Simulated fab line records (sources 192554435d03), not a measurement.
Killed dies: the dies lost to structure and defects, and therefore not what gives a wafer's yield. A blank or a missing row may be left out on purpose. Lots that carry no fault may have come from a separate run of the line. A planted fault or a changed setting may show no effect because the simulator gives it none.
Matching of chambers / flow n5-finfet / pecvd-02 running N5_BEOL_M8_ILD_DEP_00: 3 sister chambers
The step deposits SiCOH lowk from DEMS/porogen, target thk 179.75 nm, time 33.4 s. 6 wafers are shown with their chamber, then 10 later ones without.

WAFERS, EACH WITH ITS CHAMBER
wafer=L085.5; chamber=2; throttle-valve-pct (%)=12.6; heater-power-w (W)=213
wafer=L084.1; chamber=0; throttle-valve-pct (%)=15.5; heater-power-w (W)=414
wafer=L084.2; chamber=1; throttle-valve-pct (%)=14.8; heater-power-w (W)=293
wafer=L084.6; chamber=0; throttle-valve-pct (%)=15.3; heater-power-w (W)=421
wafer=L091.1; chamber=1; throttle-valve-pct (%)=15.2; heater-power-w (W)=298
wafer=L091.2; chamber=2; throttle-valve-pct (%)=12.7; heater-power-w (W)=236

WAFERS WHOSE CHAMBER IS MISSING
wafer=L091.3; throttle-valve-pct (%)=15.2; heater-power-w (W)=386
wafer=L093.1; throttle-valve-pct (%)=15.2; heater-power-w (W)=372
wafer=L093.5; throttle-valve-pct (%)=15.3; heater-power-w (W)=392
wafer=L093.6; throttle-valve-pct (%)=13.1; heater-power-w (W)=210
wafer=L094.1; throttle-valve-pct (%)=14.6; heater-power-w (W)=318
wafer=L094.3; throttle-valve-pct (%)=12.8; heater-power-w (W)=241
wafer=L094.4; throttle-valve-pct (%)=12.4; heater-power-w (W)=241
wafer=L095.2; throttle-valve-pct (%)=15.1; heater-power-w (W)=391
wafer=L095.4; throttle-valve-pct (%)=14.8; heater-power-w (W)=269
wafer=L095.5; throttle-valve-pct (%)=13.0; heater-power-w (W)=241

WHICH CHAMBER EACH WENT THROUGH
wafer=L091.3; from the rows above=0; in truth=0
wafer=L093.1; from the rows above=0; in truth=0
wafer=L093.5; from the rows above=0; in truth=0
wafer=L093.6; from the rows above=2; in truth=2
wafer=L094.1; from the rows above=1; in truth=1
wafer=L094.3; from the rows above=2; in truth=2
wafer=L094.4; from the rows above=2; in truth=2
wafer=L095.2; from the rows above=0; in truth=0
wafer=L095.4; from the rows above=1; in truth=1
wafer=L095.5; from the rows above=2; in truth=2
10 of 10 placed correctly. Can't be placed from these rows: 0. Wrongly placed: 0.
How it was worked out, from the rows above alone: a wafer's distance from a chamber is the root of the sum, over the readings, of the square of ((its reading less the chamber's mean) divided by the reading's scatter). If the next closest chamber is less than 2 further off than the closest, the wafer can't be placed; otherwise it belongs to the closest. For every chamber, the mean is computed from those of its wafers that are shown. How the scatter is found: for the shown wafers, subtract from each reading the mean of its chamber, square and add these, divide the total by (wafers less chambers), then take the root.
